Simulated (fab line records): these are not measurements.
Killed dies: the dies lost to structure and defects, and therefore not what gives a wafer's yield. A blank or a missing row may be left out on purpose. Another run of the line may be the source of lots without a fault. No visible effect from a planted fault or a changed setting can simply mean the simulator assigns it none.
Chamber matching / flow n5Finfet / 4 sister chambers for N5_SD_EPI_N_DESCUM_14 on rieDiel-02
The step chemistry O2, time 7.9 s. 4 wafers are shown with their chamber, then 8 later ones without.

## WAFERS PAIRED WITH THEIR CHAMBERS
wafer=L079.4; chamber=3; showerheadPlenumPTorr (Torr)=2.02
wafer=L082.1; chamber=0; showerheadPlenumPTorr (Torr)=2.00
wafer=L082.6; chamber=1; showerheadPlenumPTorr (Torr)=2.19
wafer=L085.1; chamber=2; showerheadPlenumPTorr (Torr)=2.20

## WAFERS WHOSE CHAMBER IS MISSING
wafer=L085.2; showerheadPlenumPTorr (Torr)=2.00
wafer=L085.6; showerheadPlenumPTorr (Torr)=2.02
wafer=L086.3; showerheadPlenumPTorr (Torr)=2.18
wafer=L086.5; showerheadPlenumPTorr (Torr)=2.20
wafer=L086.6; showerheadPlenumPTorr (Torr)=2.19
wafer=L095.4; showerheadPlenumPTorr (Torr)=1.99
wafer=L095.5; showerheadPlenumPTorr (Torr)=1.99
wafer=L095.6; showerheadPlenumPTorr (Torr)=2.01

## CHAMBER TAKEN BY EACH
wafer=L085.2; from the rows above=0; in truth=0
wafer=L085.6; from the rows above=3; in truth=3
wafer=L086.3; from the rows above=can't be placed: 1 or 2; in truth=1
wafer=L086.5; from the rows above=can't be placed: 2 or 1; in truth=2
wafer=L086.6; from the rows above=can't be placed: 1 or 2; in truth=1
wafer=L095.4; from the rows above=0; in truth=0
wafer=L095.5; from the rows above=0; in truth=0
wafer=L095.6; from the rows above=can't be placed: 0 or 3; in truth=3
Correct placement for 4 of the 8. Cannot be placed on the basis of these rows: 4; the candidates contain the true chamber in 4. Wrongly placed: 0.
How it was worked out, from the rows above alone: a wafer's distance from a chamber is the root of the sum, over the readings, of the square of ((its reading less the chamber's mean) divided by the reading's scatter). If the next closest chamber is less than 2 further off than the closest, the wafer can't be placed; otherwise it belongs to the closest. For every chamber, the mean is computed from those of its wafers that are shown. The scatter (one wafer shown for each chamber): square how far every hidden wafer sits from the nearest shown wafer, average those squares and take the square root.
